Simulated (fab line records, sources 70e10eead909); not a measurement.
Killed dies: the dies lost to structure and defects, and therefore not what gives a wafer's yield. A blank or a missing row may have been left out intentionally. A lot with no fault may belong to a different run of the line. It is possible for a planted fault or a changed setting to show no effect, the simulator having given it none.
Matching of chambers -- flow nand-harc -- NHARC_P_CONTACT_STRIP_28 on rie-diel-03 has 4 sister chambers
The step strips in O2. 14 wafers are shown with their chamber, then 7 later ones without.

EACH WAFER AND ITS CHAMBER
wafer,chamber,showerhead-plenum-p-Torr (Torr),drypump-motor-current-A (A),oes-product-au (a.u.)
L075.2,0,3.51,5.5,1.012
L075.3,3,3.42,6.1,0.993
L075.6,0,3.51,5.5,1.004
L076.1,2,3.30,5.9,0.988
L076.4,3,3.42,6.0,0.991
L076.6,1,3.33,5.3,1.013
L078.3,2,3.30,5.9,0.987
L078.4,0,3.51,5.5,1.007
L078.5,1,3.33,5.3,1.009
L083.1,0,3.51,5.6,0.989
L083.2,2,3.30,5.9,1.003
L083.3,1,3.32,5.3,0.997
L084.1,0,3.51,5.6,0.990
L084.2,2,3.30,5.9,0.993

SIGNATURES, as means of the wafers listed above
reading,chamber 0,chamber 1,chamber 2,chamber 3,scatter within a chamber
showerhead-plenum-p-Torr,3.5100,3.3267,3.3000,3.4200,0.00258
drypump-motor-current-A,5.540,5.300,5.900,6.050,0.0412
oes-product-au,1.00040,1.00633,0.99275,0.99200,0.00855
Rule: a wafer lies at a distance from a chamber equal to the root of the sum of squares, over the readings, of (its reading less the chamber's mean, divided by the reading's scatter). If the next closest chamber is less than 2 further off than the closest, the wafer can't be placed; otherwise it belongs to the closest. The scatter is the square root of a quotient: the sum, over the shown wafers, of each reading's squared deviation from its chamber's mean, divided by wafers minus chambers.

WAFERS MISSING THEIR CHAMBER
wafer,showerhead-plenum-p-Torr (Torr),drypump-motor-current-A (A),oes-product-au (a.u.)
L084.5,3.32,5.3,0.998
L095.1,3.32,5.3,0.993
L095.2,3.29,5.9,1.005
L095.4,3.42,6.1,1.012
L097.1,3.50,5.5,0.998
L097.2,3.32,5.3,1.013
L097.5,3.32,5.3,0.995

WHICH CHAMBER EACH WENT THROUGH
wafer,from the rows above,in truth
L084.5,1,1
L095.1,1,1
L095.2,2,2
L095.4,3,3
L097.1,0,0
L097.2,1,1
L097.5,1,1
7 of 7 placed correctly. Left unplaced by these rows: 0. 0 placed wrongly.
